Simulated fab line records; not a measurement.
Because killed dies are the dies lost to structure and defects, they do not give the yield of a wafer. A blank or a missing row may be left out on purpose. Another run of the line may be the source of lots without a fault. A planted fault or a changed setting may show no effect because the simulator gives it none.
fab line records -- flow n5Finfet
record lots=7, wafers=21
route steps=1938 shown BEOL_M7@1293 BEOL_M8@1368 BEOL_M9@1405
startH: hours from the record's opening day to when the first of the lot's shown wafers began -- waitH: time in hours since the lot's previous step -- " same as the row above -- L1.1+2: a row that stands for several wafers -- - value missing, or start not given -- * or withheld: withheld -- < > ~ a bound
route shown NAME@n: a module of which the file shows steps, and the number in the route of the first -- usual: mean and standard deviation over wafers with no fault -- same: alike in all rows -- chamber/n: place in a boat -- sites: readings site by site -- _std_site: the standard deviation of these -- _edge_site: outer sites' mean less inner sites' -- radiusMm: how far each site lies from the wafer's centre -- mask NAME#n: copy n -- behind: the last tool/chamber to shape the wafer -- hold: cause of the lot's hold/its duration in hours/its outcome -- device: the n, p or np transistor that did not switch -- end of line: the same wafers' tests at the end of the route -- step lacking rows: just its recipe -- killed: count of dies lost to structure and defects at first sort (not the wafer's yield) -- map: shows each die of a wafer: x if killed, . if not, _ if none is there
set.NAME: the setting as run; set.NAME@STEP: as run at that earlier step -- model.NAME: the simulator's own value behind a step, which no gauge read
one table per step and one row per wafer, for lots whose settings were changed on purpose
## steps
# step N5_BEOL_M7_EXPOSE_25
# recipe maskId=V6, na=0.33, sourceShape=annular, sigmaInner=0.4, sigmaOuter=0.8, polarization=unpolarized, targetCdNm=40, doseMj=42.5
lot.wafer,tool,chamber,startH,waitH,mask,set.doseMj
L074.1+5+6,euvScanner-02,0,192.29,-,V6#0,42.5
L083.3+4+5,euvScanner-02,0,257.18,-,V6#0,42.5
L090.2+3+6,euvScanner-01,0,298.03,-,V6#0,42.5
L095.1+3+5,euvScanner-01,0,331.55,-,V6#0,42.5
L094.1+4,euvScanner-02,0,331.72,-,V6#0,44.81
L094.3,euvScanner-02,0,331.72,-,V6#0,42.5
L097.1+3,euvScanner-02,0,335.41,-,V6#0,42.5
L097.5,euvScanner-02,0,335.41,-,V6#0,44.52
L096.1,euvScanner-01,0,335.58,-,V6#0,43.45
L096.2+6,euvScanner-01,0,335.58,-,V6#0,42.5
# step N5_BEOL_M7_PEB_26
# recipe pebTempC=100, pebTimeS=60, resist=CAR-EUV
# step N5_BEOL_M7_DEVELOP_27
# recipe developTimeS=30, developer=TMAH, resist=CAR-EUV, rinseLiquid=surfactantRinse, dry=airSpin, devTempC=23
# step N5_BEOL_M7_DESCUM_33
# recipe chemistry=O2, timeS=7, sourcePowerW=50, biasPowerW=20, pressureMtorr=20, rfFrequencyHz=2.712e+07, tempC=40, resist=CAR-EUV, o2FlowSccm=225
lot.wafer,tool,chamber,startH,waitH,set.doseMj@BEOL_M7_EXPOSE_25,model.BEOL_M7.cdNm
L074.1,rieDiel-05,0,192.54,0.0,42.5,39.8
L074.5,rieDiel-05,3,192.54,0.0,42.5,40
L074.6,rieDiel-05,2,192.54,0.0,42.5,40.2
L083.3+5,rieDiel-05,"2,1",257.48,0.1,42.5,39.6
L083.4,rieDiel-05,3,257.48,0.1,42.5,39.8
L090.2,rieDiel-04,3,298.28,0.0,42.5,40
L090.3,rieDiel-04,1,298.28,0.0,42.5,39.6
L090.6,rieDiel-04,3,298.28,0.0,42.5,39.8
L095.1,rieDiel-04,1,331.80,0.0,42.5,40
L095.3+5,rieDiel-04,"2,1",331.80,0.0,42.5,39.8
L094.1,rieDiel-05,3,332.26,0.3,44.81,41.2
L094.3,rieDiel-05,1,332.26,0.3,42.5,40
L094.4,rieDiel-05,2,332.26,0.3,44.81,41
L097.1,rieDiel-05,0,335.67,0.0,42.5,39.6
L097.3,rieDiel-05,3,335.67,0.0,42.5,39.8
L097.5,rieDiel-05,0,335.67,0.0,44.52,40.8
L096.1,rieDiel-03,1,336.20,0.4,43.45,40.4
L096.2+6,rieDiel-03,3,336.20,0.4,42.5,39.8
# step N5_BEOL_M7_ETCH_72
# recipe chemistry=N2/H2, target=underlayer, targetDepthA=65, maskMaterial=CAR-EUV, timeS=5.2, ionEnergyEv=200, pressureMtorr=30, sourceW=840, biasW=150, n2FlowSccm=200, h2FlowSccm=200, ends=cleared
lot.wafer,tool,chamber,startH,waitH,set.doseMj@BEOL_M7_EXPOSE_25,model.BEOL_M7.cdNm
L074.1+5,rieDiel-05,"0,3",192.58,0.0,42.5,40
L074.6,rieDiel-05,2,192.58,0.0,42.5,40.2
L083.3,rieDiel-05,2,257.52,0.0,42.5,39.6
L083.4+5,rieDiel-05,"3,1",257.52,0.0,42.5,39.8
L090.2,rieDiel-04,3,298.31,0.0,42.5,40
L090.3+6,rieDiel-04,"1,3",298.31,0.0,42.5,39.8
L095.1+3+5,rieDiel-04,"1,2,1",331.84,0.0,42.5,39.8
L094.1,rieDiel-05,3,332.29,0.0,44.81,41.2
L094.3,rieDiel-05,1,332.29,0.0,42.5,40
L094.4,rieDiel-05,2,332.29,0.0,44.81,41
L097.1,rieDiel-05,0,335.70,0.0,42.5,39.6
L097.3,rieDiel-05,3,335.70,0.0,42.5,39.8
L097.5,rieDiel-05,0,335.70,0.0,44.52,40.6
L096.1,rieDiel-03,1,336.24,0.0,43.45,40.4
L096.2+6,rieDiel-03,3,336.24,0.0,42.5,39.8
# step N5_BEOL_M7_ETCH_65
# recipe chemistry=CF4, target=SiARC, targetDepthA=156, maskMaterial=CAR-EUV, timeS=26, ionEnergyEv=80, pressureMtorr=40, sourceW=545, biasW=36, Ar_flow_sccm=100, cf4FlowSccm=100, ends=cleared
lot.wafer,tool,chamber,startH,waitH,set.spinRpm@BEOL_M7_COAT_64,set.doseMj@BEOL_M7_EXPOSE_25,model.BEOL_M7.cdNm,model.etch.depthNm,model.CAR-EUV_of_BEOL_M7_COAT_22.thkNm
L074.1,rieDiel-05,0,192.59,0.0,1582,42.5,39.8,11.7,11.4
L074.5,rieDiel-05,3,192.59,0.0,1500,42.5,40,12,11
L074.6,rieDiel-05,2,192.59,0.0,1582,42.5,40.2,11.7,11.4
L083.3,rieDiel-05,2,257.53,0.0,1500,42.5,39.6,12.01,11.4
L083.4,rieDiel-05,3,257.53,0.0,1500,42.5,39.8,12.05,11.2
L083.5,rieDiel-05,1,257.53,0.0,1500,42.5,39.8,12.05,11.4
L090.2,rieDiel-04,3,298.33,0.0,1500,42.5,40,11.97,11.2
L090.3,rieDiel-04,1,298.33,0.0,1500,42.5,39.6,11.96,11.4
L090.6,rieDiel-04,3,298.33,0.0,1500,42.5,39.8,11.93,11.2
L095.1,rieDiel-04,1,331.86,0.0,1500,42.5,39.8,11.98,11
L095.3,rieDiel-04,2,331.86,0.0,1500,42.5,39.8,12,11
L095.5,rieDiel-04,1,331.86,0.0,1500,42.5,39.6,11.98,11
L094.1,rieDiel-05,3,332.31,0.0,1500,44.81,41.2,12.05,11.2
L094.3,rieDiel-05,1,332.31,0.0,1649,42.5,40,11.51,11.8
L094.4,rieDiel-05,2,332.31,0.0,1649,44.81,41.2,11.49,11.6
L097.1,rieDiel-05,0,335.72,0.0,1500,42.5,39.6,12,11.2
L097.3,rieDiel-05,3,335.72,0.0,1393,42.5,40,12.47,10.8
L097.5,rieDiel-05,0,335.72,0.0,1393,44.52,40.8,12.43,10.8
L096.1,rieDiel-03,1,336.25,0.0,1500,43.45,40.4,12.03,11
L096.2,rieDiel-03,3,336.25,0.0,1500,42.5,39.6,12.04,11.2
L096.6,rieDiel-03,3,336.25,0.0,1500,42.5,39.6,12.05,11.2
# step N5_BEOL_M7_ETCH_66
# recipe chemistry=N2/H2, target=SOC, targetDepthA=800, overetchA=160, maskMaterial=SiARC, tempC=40, timeS=120, ionEnergyEv=200, pressureMtorr=30, sourceW=840, biasW=150, n2FlowSccm=200, h2FlowSccm=200
lot.wafer,tool,chamber,startH,waitH,set.spinRpm@BEOL_M7_COAT_64,set.doseMj@BEOL_M7_EXPOSE_25,model.BEOL_M7.cdNm,model.SiARC_of_BEOL_M7_COAT_64.thkNm
L074.1,rieDiel-05,0,192.62,0.0,1582,42.5,39.8,6
L074.5,rieDiel-05,3,192.62,0.0,1500,42.5,40.2,6.4
L074.6,rieDiel-05,2,192.62,0.0,1582,42.5,40.4,6.2
L083.3,rieDiel-05,2,257.56,0.0,1500,42.5,39.8,6.4
L083.4,rieDiel-05,3,257.56,0.0,1500,42.5,39.8,6.6
L083.5,rieDiel-05,1,257.56,0.0,1500,42.5,39.4,6.4
L090.2,rieDiel-04,3,298.35,0.0,1500,42.5,40,6.4
L090.3,rieDiel-04,1,298.35,0.0,1500,42.5,39.8,6
L090.6,rieDiel-04,3,298.35,0.0,1500,42.5,39.8,6.4
L095.1,rieDiel-04,1,331.88,0.0,1500,42.5,39.8,6.2
L095.3,rieDiel-04,2,331.88,0.0,1500,42.5,40,6.2
L095.5,rieDiel-04,1,331.88,0.0,1500,42.5,39.6,6.2
L094.1,rieDiel-05,3,332.34,0.0,1500,44.81,41.4,6.6
L094.3,rieDiel-05,1,332.34,0.0,1649,42.5,39.6,5.8
L094.4,rieDiel-05,2,332.34,0.0,1649,44.81,41.4,6
L097.1,rieDiel-05,0,335.75,0.0,1500,42.5,39.4,6.4
L097.3,rieDiel-05,3,335.75,0.0,1393,42.5,40,7
L097.5,rieDiel-05,0,335.75,0.0,1393,44.52,40.8,6.8
L096.1,rieDiel-03,1,336.28,0.0,1500,43.45,40.6,6.2
L096.2+6,rieDiel-03,3,336.28,0.0,1500,42.5,39.6,6.2
# step N5_BEOL_M7_STRIP_69
# recipe chemistry=N2/H2, tempC=40, n2FlowSccm=200, h2FlowSccm=200, rfFrequencyHz=6e+07
# step N5_BEOL_M7_STRIP_73
# recipe chemistry=N2/H2, tempC=40, n2FlowSccm=200, h2FlowSccm=200, rfFrequencyHz=6e+07
# step N5_BEOL_M7_VIA_ETCH_34
# recipe chemistry=C4F6/O2, target=SiCOH_lowk, targetDepthA=1255, maskMaterial=SOC, taperDeg=4, timeS=50.5, ionEnergyEv=250, pressureMtorr=30, sourceW=345, biasW=185, Ar_flow_sccm=300, C4F6_flow_sccm=10, O2_flow_sccm=10
lot.wafer,tool,chamber,startH,waitH,set.doseMj@BEOL_M7_EXPOSE_25,model.BEOL_M7.cdNm
L074.1,rieDiel-05,0,192.72,0.0,42.5,40
L074.5,rieDiel-05,3,192.72,0.0,42.5,40.2
L074.6,rieDiel-05,2,192.72,0.0,42.5,40.4
L083.3+4,rieDiel-05,"2,3",257.66,0.0,42.5,39.8
L083.5,rieDiel-05,1,257.66,0.0,42.5,39.4
L090.2,rieDiel-04,3,298.46,0.0,42.5,40
L090.3+6,rieDiel-04,"1,3",298.46,0.0,42.5,39.8
L095.1,rieDiel-04,1,331.98,0.0,42.5,39.8
L095.3,rieDiel-04,2,331.98,0.0,42.5,40
L095.5,rieDiel-04,1,331.98,0.0,42.5,39.6
L094.1+4,rieDiel-05,"3,2",332.44,0.0,44.81,41.4
L094.3,rieDiel-05,1,332.44,0.0,42.5,39.8
L097.1,rieDiel-05,0,335.85,0.0,42.5,39.4
L097.3,rieDiel-05,3,335.85,0.0,42.5,40
L097.5,rieDiel-05,0,335.85,0.0,44.52,40.8
L096.1,rieDiel-03,1,336.38,0.0,43.45,40.4
L096.2,rieDiel-03,3,336.38,0.0,42.5,39.4
L096.6,rieDiel-03,3,336.38,0.0,42.5,39.6
# step N5_BEOL_M8_DESCUM_33
# recipe chemistry=O2, timeS=7, sourcePowerW=50, biasPowerW=20, pressureMtorr=20, rfFrequencyHz=2.712e+07, tempC=40, resist=CAR-EUV, o2FlowSccm=225
lot.wafer,tool,chamber,startH,waitH,set.timeS,model.CAR-EUV_of_BEOL_M8_COAT_22.thkNm
L074.1+5,rieDiel-02,"0,2",202.66,0.0,7,26.2
L074.6,rieDiel-02,1,202.66,0.0,8.264,25.4
L083.3+4+5,rieDiel-01,"1,0,3",271.85,0.1,7,26
L090.2,rieDiel-02,0,303.98,0.1,5.906,26.6
L090.3+6,rieDiel-02,2,303.98,0.1,7,26
L095.1,rieDiel-01,0,339.79,0.0,7,26
L095.3+5,rieDiel-01,2,339.79,0.0,7,26.2
L094.1,rieDiel-02,0,340.02,0.2,6.473,26.2
L094.3,rieDiel-02,1,340.02,0.2,6.473,26.4
L094.4,rieDiel-02,2,340.02,0.2,7,26
L097.1,rieDiel-02,1,341.29,0.1,6.017,26.8
L097.3,rieDiel-02,3,341.29,0.1,6.017,26.6
L097.5,rieDiel-02,1,341.29,0.1,7,26.2
L096.1,rieDiel-02,1,346.52,0.0,7,26.2
L096.2,rieDiel-02,0,346.52,0.0,6.167,26.6
L096.6,rieDiel-02,2,346.52,0.0,6.167,26.8
# step N5_BEOL_M8_ETCH_72
# recipe chemistry=N2/H2, target=underlayer, targetDepthA=65, maskMaterial=CAR-EUV, timeS=5.2, ionEnergyEv=200, pressureMtorr=30, sourceW=840, biasW=150, n2FlowSccm=200, h2FlowSccm=200, ends=cleared
lot.wafer,tool,chamber,startH,waitH,set.timeS@BEOL_M8_DESCUM_33,model.CAR-EUV_of_BEOL_M8_COAT_22.thkNm
L074.1+5,rieDiel-02,"0,2",202.69,0.0,7,20.4
L074.6,rieDiel-02,1,202.69,0.0,8.264,19.8
L083.3,rieDiel-01,1,271.88,0.0,7,20.4
L083.4+5,rieDiel-01,"0,3",271.88,0.0,7,20.2
L090.2,rieDiel-02,0,304.01,0.0,5.906,20.8
L090.3+6,rieDiel-02,2,304.01,0.0,7,20.4
L095.1,rieDiel-01,0,339.82,0.0,7,20.2
L095.3+5,rieDiel-01,2,339.82,0.0,7,20.4
L094.1+3,rieDiel-02,"0,1",340.06,0.0,6.473,20.6
L094.4,rieDiel-02,2,340.06,0.0,7,20.4
L097.1,rieDiel-02,1,341.33,0.0,6.017,21
L097.3,rieDiel-02,3,341.33,0.0,6.017,20.8
L097.5,rieDiel-02,1,341.33,0.0,7,20.4
L096.1,rieDiel-02,1,346.55,0.0,7,20.6
L096.2+6,rieDiel-02,"0,2",346.55,0.0,6.167,21
# step N5_BEOL_M8_ETCH_65
# recipe chemistry=CF4, target=SiARC, targetDepthA=156, maskMaterial=CAR-EUV, timeS=26, ionEnergyEv=80, pressureMtorr=40, sourceW=545, biasW=36, Ar_flow_sccm=100, cf4FlowSccm=100, ends=cleared
lot.wafer,tool,chamber,startH,waitH,set.timeS@BEOL_M8_DESCUM_33,model.CAR-EUV_of_BEOL_M8_COAT_22.thkNm
L074.1+5,rieDiel-02,"0,2",202.71,0.0,7,11.2
L074.6,rieDiel-02,1,202.71,0.0,8.264,10.6
L083.3+4,rieDiel-01,"1,0",271.90,0.0,7,11.2
L083.5,rieDiel-01,3,271.90,0.0,7,11
L090.2,rieDiel-02,0,304.03,0.0,5.906,11.6
L090.3,rieDiel-02,2,304.03,0.0,7,11.2
L090.6,rieDiel-02,2,304.03,0.0,7,11
L095.1,rieDiel-01,0,339.84,0.0,7,11
L095.3+5,rieDiel-01,2,339.84,0.0,7,11.2
L094.1+3,rieDiel-02,"0,1",340.07,0.0,6.473,11.4
L094.4,rieDiel-02,2,340.07,0.0,7,11.2
L097.1,rieDiel-02,1,341.34,0.0,6.017,11.8
L097.3,rieDiel-02,3,341.34,0.0,6.017,11.6
L097.5,rieDiel-02,1,341.34,0.0,7,11.2
L096.1,rieDiel-02,1,346.57,0.0,7,11.2
L096.2,rieDiel-02,0,346.57,0.0,6.167,11.6
L096.6,rieDiel-02,2,346.57,0.0,6.167,11.8
# step N5_BEOL_M8_TRENCH_ETCH_37
# recipe chemistry=C4F6/O2, targetDepthA=934.78, target=SiCOH_lowk, timeS=31.2, ionEnergyEv=250, pressureMtorr=30, sourceW=345, biasW=185, Ar_flow_sccm=300, C4F6_flow_sccm=10, O2_flow_sccm=10
lot.wafer,tool,chamber,startH,waitH,set.timeS,model.etch.depthNm,model.BEOL_M8.featureDepthNm
L074.1,rieDiel-02,0,-,-,31.2,93.1,93
L074.5,rieDiel-02,2,-,-,24.72,74.53,74.6
L074.6,rieDiel-02,1,-,-,31.2,91.74,91.8
L083.3,rieDiel-01,1,-,-,31.2,92,92
L083.4,rieDiel-01,0,-,-,31.2,93.22,93.2
L083.5,rieDiel-01,3,-,-,31.2,94.76,94.8
L090.2,rieDiel-02,0,-,-,26.7,79.55,79.6
L090.3,rieDiel-02,2,-,-,31.2,94.17,94.2
L090.6,rieDiel-02,2,-,-,26.7,80.15,80.2
L095.1,rieDiel-01,0,-,-,35.62,108.3,108.2
L095.3,rieDiel-01,2,-,-,31.2,94.73,94.8
L095.5,rieDiel-01,2,-,-,31.2,95,95
L094.1,rieDiel-02,0,-,-,31.2,92.3,92.2
L094.3,rieDiel-02,1,-,-,31.2,92.65,92.6
L094.4,rieDiel-02,2,-,-,31.2,94.05,94
L097.1,rieDiel-02,1,-,-,31.2,92.74,92.8
L097.3,rieDiel-02,3,-,-,31.2,91.95,92
L097.5,rieDiel-02,1,-,-,31.2,93.23,93.2
L096.1,rieDiel-02,1,-,-,31.2,92.28,92.2
L096.2,rieDiel-02,0,-,-,31.2,91.78,91.8
L096.6,rieDiel-02,2,-,-,36.97,111.5,111.6
# step N5_BEOL_M8_ETCH_41
# recipe chemistry=CH3F/O2, target=SiCN, targetDepthA=319, taperDeg=2, timeS=57.8, ionEnergyEv=120, maskMaterial=TiN, pressureMtorr=30, sourceW=395, biasW=75, Ar_flow_sccm=150, CH3F_flow_sccm=30, O2_flow_sccm=20
# step N5_BEOL_M8_STRIP_80
# recipe chemistry=N2/H2, timeS=10, powerW=450, tempC=40, pressureMtorr=20, rfFrequencyHz=6e+07, biasPowerW=7, n2FlowSccm=200, h2FlowSccm=200
# step N5_BEOL_M8_OCD_MEAS_38
# usual trenchDepthNm=93.5/1.5
lot.wafer,tool,chamber,startH,waitH,set.timeS@BEOL_M8_TRENCH_ETCH_37,trenchDepthNm
L074.1,ocd-01,-,203.09,-,31.2,92.9
L074.5,ocd-01,-,203.09,-,24.72,74.5
L074.6,ocd-01,-,203.09,-,31.2,91.7
L083.3,ocd-02,-,272.28,-,31.2,92.3
L083.4,ocd-02,-,272.28,-,31.2,93.4
L083.5,ocd-02,-,272.28,-,31.2,95.2
L090.2,ocd-01,-,304.41,-,26.7,79.9
L090.3,ocd-01,-,304.41,-,31.2,93.6
L090.6,ocd-01,-,304.41,-,26.7,80.1
L095.1,ocd-01,-,340.22,-,35.62,108.2
L095.3,ocd-01,-,340.22,-,31.2,94.1
L095.5,ocd-01,-,340.22,-,31.2,95.2
L094.1,ocd-02,-,340.45,-,31.2,92.5
L094.3,ocd-02,-,340.45,-,31.2,92.6
L094.4,ocd-02,-,340.45,-,31.2,94.0
L097.1,ocd-02,-,341.72,-,31.2,92.7
L097.3,ocd-02,-,341.72,-,31.2,91.9
L097.5,ocd-02,-,341.72,-,31.2,93.2
L096.1,ocd-01,-,346.95,-,31.2,92.5
L096.2,ocd-01,-,346.95,-,31.2,91.8
L096.6,ocd-01,-,346.95,-,36.97,110.9
# step N5_BEOL_M8_HM_STRIP_39
# recipe chemistry=peroxideTinStrip, material=TiN, targetDepthA=250, tempC=50, timeS=158
# step N5_BEOL_M8_SRD_40
# recipe timeS=30, tempC=23, rinseLiquid=diw, dry=ipaMarangoni
# step N5_BEOL_M8_ECD_50
# recipe material=Cu, targetThkA=3000
# step N5_BEOL_M8_ANNEAL_51
# recipe tempC=225, timeS=90, ambient=N2
# step N5_BEOL_M8_CMP_52
# recipe stopOn=SiCOH_lowk, tOverpolishS=6.9, downForcePsi=1, platenRpm=50, clearingPlatenDownForcePsi=1.5, clearingPlatenRpm=50, postCmpClean=cuAlkaline, targetThkNm=80, clearingPlatenPadVelocityMS=0.99484, padVelocityMS=0.99484
lot.wafer,tool,chamber,startH,waitH,set.timeS@BEOL_M8_TRENCH_ETCH_37,model.Cu_of_BEOL_M8_ECD_50.thkNm
L074.1,cmp-01,2,205.57,0.3,31.2,79.2
L074.6,cmp-01,1,205.57,0.3,31.2,77.6
L074.5,cmp-01,2,205.57,0.3,24.72,60.6
L083.4,cmp-01,3,274.86,0.2,31.2,81.8
L083.3,cmp-01,0,274.86,0.2,31.2,81.4
L083.5,cmp-01,1,274.86,0.2,31.2,82.2
L090.3,cmp-04,0,308.23,0.2,31.2,80.2
L090.2,cmp-04,1,308.23,0.2,26.7,66
L090.6,cmp-04,3,308.23,0.2,26.7,65
L095.3+5,cmp-03,"2,1",342.86,0.2,31.2,81.6
L095.1,cmp-03,3,342.86,0.2,35.62,95.4
L094.4+1,cmp-01,"2,0",342.91,0.1,31.2,80.6
L094.3,cmp-01,3,342.91,0.1,31.2,78.8
L097.1,cmp-03,2,344.28,0.3,31.2,79.8
L097.3,cmp-03,0,344.28,0.3,31.2,77.4
L097.5,cmp-03,2,344.28,0.3,31.2,80.8
L096.1,cmp-01,0,349.05,0.3,31.2,78.6
L096.2,cmp-01,3,349.05,0.3,31.2,77.8
L096.6,cmp-01,1,349.05,0.3,36.97,97.4
# step N5_BEOL_M8_THK_MEAS_53
# recipe thkMeasGauge=xrf, reads=Cu_of_BEOL_M8_ECD_50
# usual M8_THK=80.0/1.7
lot.wafer,tool,chamber,startH,waitH,set.timeS@BEOL_M8_TRENCH_ETCH_37,M8_THK[nm]
L074.1,filmMetro-01,-,205.83,-,31.2,79.8
L074.5,filmMetro-01,-,205.83,-,24.72,60.9
L074.6,filmMetro-01,-,205.83,-,31.2,78.2
L083.3,filmMetro-01,-,275.08,-,31.2,82.3
L083.4,filmMetro-01,-,275.08,-,31.2,82.0
L083.5,filmMetro-01,-,275.08,-,31.2,82.9
L090.2,filmMetro-01,-,308.48,-,26.7,66.6
L090.3,filmMetro-01,-,308.48,-,31.2,80.7
L090.6,filmMetro-01,-,308.48,-,26.7,65.5
L095.1,filmMetro-01,-,343.08,-,35.62,95.9
L095.3,filmMetro-01,-,343.08,-,31.2,82.2
L095.5,filmMetro-01,-,343.08,-,31.2,82.1
L094.1,filmMetro-02,-,343.20,-,31.2,81.4
L094.3,filmMetro-02,-,343.20,-,31.2,79.6
L094.4,filmMetro-02,-,343.20,-,31.2,81.2
L097.1,filmMetro-02,-,344.54,-,31.2,79.9
L097.3,filmMetro-02,-,344.54,-,31.2,77.5
L097.5,filmMetro-02,-,344.54,-,31.2,81.0
L096.1,filmMetro-02,-,349.34,-,31.2,77.5
L096.2,filmMetro-02,-,349.34,-,31.2,77.0
L096.6,filmMetro-02,-,349.34,-,36.97,96.2
# step N5_BEOL_M8_PRE_CLEAN_55
# recipe gas=NH3, timeS=15, tempC=withheld, rfPowerW=300
# step N5_BEOL_M8_DEP_56
# recipe material=SiCN, targetThkA=100, tempC=withheld, precursor=3MS/NH3, pressureTorr=3, rfW=202, timeS=17.5
# step N5_BEOL_M8_RS_MEAS_57
# recipe thkMeasGauge=four-point-probe, reads=Cu_of_BEOL_M8_ECD_50+Co_of_BEOL_M8_CVD_78+TaN_of_BEOL_M8_ALD_77
# usual M8_RS=0.287/0.0073
lot.wafer,tool,chamber,startH,waitH,set.timeS@BEOL_M8_TRENCH_ETCH_37,M8_RS[ohm/sq]
L074.1,filmMetro-01,-,205.99,0.1,31.2,0.289
L074.5,filmMetro-01,-,205.99,0.1,24.72,0.400
L074.6,filmMetro-01,-,205.99,0.1,31.2,0.297
L083.3,filmMetro-02,-,275.21,0.1,31.2,0.281
L083.4,filmMetro-02,-,275.21,0.1,31.2,0.279
L083.5,filmMetro-02,-,275.21,0.1,31.2,0.277
L090.2,filmMetro-02,-,308.62,0.1,26.7,0.361
L090.3,filmMetro-02,-,308.62,0.1,31.2,0.286
L090.6,filmMetro-02,-,308.62,0.1,26.7,0.367
L095.1,filmMetro-01,-,343.21,0.1,35.62,0.233
L095.3,filmMetro-01,-,343.21,0.1,31.2,0.279
L095.5,filmMetro-01,-,343.21,0.1,31.2,0.279
L094.1,filmMetro-01,-,343.33,0.1,31.2,0.283
L094.3,filmMetro-01,-,343.33,0.1,31.2,0.291
L094.4,filmMetro-01,-,343.33,0.1,31.2,0.283
L097.1,filmMetro-01,-,344.67,0.1,31.2,0.287
L097.3,filmMetro-01,-,344.67,0.1,31.2,0.296
L097.5,filmMetro-01,-,344.67,0.1,31.2,0.282
L096.1,filmMetro-01,-,349.62,0.1,31.2,0.291
L096.2,filmMetro-01,-,349.62,0.1,31.2,0.295
L096.6,filmMetro-01,-,349.62,0.1,36.97,0.227
# step N5_BEOL_M9_HM_DEP_02
# recipe material=TiN, targetThkA=200, tempC=25, chamberPressurePa=0.49996
lot.wafer,tool,chamber,startH,waitH,set.targetThkA,model.TiN_of_BEOL_M9_HM_DEP_02.thkNm
L074.1,pvdSputter-03,-,207.69,0.7,200,20
L074.5,pvdSputter-03,-,207.69,0.7,220.7,22.4
L074.6,pvdSputter-03,-,207.69,0.7,220.7,22.6
L083.3,pvdSputter-03,-,277.98,2.1,200,20
L083.4,pvdSputter-03,-,277.98,2.1,200,20.4
L083.5,pvdSputter-03,-,277.98,2.1,200,19.8
L090.2,pvdSputter-01,-,310.71,1.2,200,20.6
L090.3,pvdSputter-01,-,310.71,1.2,221.2,22.4
L090.6,pvdSputter-01,-,310.71,1.2,200,20.4
L095.1+5,pvdSputter-01,-,344.31,0.4,212.8,21.6
L095.3,pvdSputter-01,-,344.31,0.4,200,20.2
L094.1,pvdSputter-02,-,344.32,0.3,214,21.4
L094.3,pvdSputter-02,-,344.32,0.3,200,20
L094.4,pvdSputter-02,-,344.32,0.3,214,21.8
L097.1,pvdSputter-03,-,346.97,1.6,200,19.6
L097.3+5,pvdSputter-03,-,346.97,1.6,200,20
L096.1+2,pvdSputter-01,-,351.90,1.6,200,20.2
L096.6,pvdSputter-01,-,351.90,1.6,200,20.4
## key
split step=N5_BEOL_M7_EXPOSE_25, setting=doseMj, stated=42.5, by=wafer
response step=N5_BEOL_M7_DESCUM_33, reading=model.BEOL_M7.cdNm, change=+0.22, per=1%, r=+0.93
response step=N5_BEOL_M7_ETCH_72, reading=model.BEOL_M7.cdNm, change=+0.203, per=1%, r=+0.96
response step=N5_BEOL_M7_ETCH_65, reading=model.BEOL_M7.cdNm, change=+0.229, per=1%, r=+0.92
response step=N5_BEOL_M7_ETCH_66, reading=model.BEOL_M7.cdNm, change=+0.302, per=1%, r=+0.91
response step=N5_BEOL_M7_VIA_ETCH_34, reading=model.BEOL_M7.cdNm, change=+0.279, per=1%, r=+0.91
split step=N5_BEOL_M8_DESCUM_33, setting=timeS, stated=7, by=wafer
response step=N5_BEOL_M8_DESCUM_33, reading=model.CAR-EUV_of_BEOL_M8_COAT_22.thkNm, change=-0.0404, per=1%, r=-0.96
response step=N5_BEOL_M8_ETCH_72, reading=model.CAR-EUV_of_BEOL_M8_COAT_22.thkNm, change=-0.0314, per=1%, r=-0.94
response step=N5_BEOL_M8_ETCH_65, reading=model.CAR-EUV_of_BEOL_M8_COAT_22.thkNm, change=-0.0343, per=1%, r=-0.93
split step=N5_BEOL_M8_TRENCH_ETCH_37, setting=timeS, stated=31.2, by=wafer
response step=N5_BEOL_M8_TRENCH_ETCH_37, reading=model.etch.depthNm, change=+0.955, per=1%, r=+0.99
response step=N5_BEOL_M8_TRENCH_ETCH_37, reading=model.BEOL_M8.featureDepthNm, change=+0.953, per=1%, r=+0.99
response step=N5_BEOL_M8_OCD_MEAS_38, reading=trenchDepthNm, change=+0.935, per=1%, r=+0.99
response step=N5_BEOL_M8_CMP_52, reading=model.Cu_of_BEOL_M8_ECD_50.thkNm, change=+0.958, per=1%, r=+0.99
response step=N5_BEOL_M8_THK_MEAS_53, reading=M8_THK, change=+0.959, per=1%, r=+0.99
response step=N5_BEOL_M8_RS_MEAS_57, reading=M8_RS, change=-0.00441, per=1%, r=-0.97
split step=N5_BEOL_M9_HM_DEP_02, setting=targetThkA, stated=200, by=wafer
response step=N5_BEOL_M9_HM_DEP_02, reading=model.TiN_of_BEOL_M9_HM_DEP_02.thkNm, change=+0.214, per=1%, r=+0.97
split outsideThisFile step=N5_BEOL_M7_COAT_64 setting=spinRpm
# split outsideThisFile: this setting was split too, and the file shows its column; the key of that split is in another file
